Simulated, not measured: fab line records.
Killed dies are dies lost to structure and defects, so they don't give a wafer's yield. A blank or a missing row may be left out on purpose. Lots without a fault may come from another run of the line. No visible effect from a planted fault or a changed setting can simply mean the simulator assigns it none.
Matching of chambers ; flow nandHarc ; NHARC_A_BLC_ALD_23 on aldMetal-02 has 4 sister chambers
The step deposits TiN, target thk 3 nm, pulse time 1 s, ald cycles 150. 16 wafers are shown with their chamber, then 8 later ones without.

WAFERS WITH THEIR CHAMBER
wafer;chamber;heaterPowerW (W);precursorPulseHeightRel
L074.3;2;1077;1.015
L074.4;3;1076;1.010
L074.6;2;1107;1.034
L080.1;3;1072;0.996
L080.2;2;1100;0.993
L080.3;0;1134;1.023
L082.2;3;1083;1.032
L082.4;1;1037;0.987
L082.5;2;1128;1.023
L082.1;2;1103;0.986
L082.3;0;1127;1.040
L082.6;1;1078;1.016
L081.1;3;1072;1.013
L081.3;2;1123;1.036
L081.6;3;1077;0.994
L081.2;1;1053;1.001

SIGNATURES (averages over the wafers above)
reading;chamber 0;chamber 1;chamber 2;chamber 3;scatter within a chamber
heaterPowerW;1130.50;1056.00;1106.33;1076.00;14.8
precursorPulseHeightRel;1.03150;1.00133;1.01450;1.00900;0.0175
Rule: a wafer lies at a distance from a chamber equal to the root of the sum of squares, over the readings, of (its reading less the chamber's mean, divided by the reading's scatter). The wafer belongs to the nearest chamber; if the next one is less than 2 further off, it can't be placed. How the scatter is found: for the shown wafers, subtract from each reading the mean of its chamber, square and add these, divide the total by (wafers less chambers), then take the root.

WAFERS MISSING THEIR CHAMBER
wafer;heaterPowerW (W);precursorPulseHeightRel
L081.4;1147;1.023
L081.5;1146;0.991
L088.1;1088;0.986
L088.3;1041;1.016
L088.5;1136;0.976
L091.2;1135;1.006
L091.3;1149;0.993
L091.4;1070;0.999

WHICH CHAMBER EACH ONE RAN IN
wafer;from the rows above;in truth
L081.4;can't be placed: 0 or 2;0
L081.5;can't be placed: 0 or 2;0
L088.1;can't be placed: 3 or 2 or 1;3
L088.3;can't be placed: 1 or 3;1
L088.5;can't be placed: 2 or 0 or 3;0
L091.2;can't be placed: 0 or 2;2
L091.3;can't be placed: 0 or 2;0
L091.4;can't be placed: 3 or 1 or 2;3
0 of 8 placed correctly. Cannot be placed on the basis of these rows: 8; the candidates contain the true chamber in 8. Wrongly placed: 0.
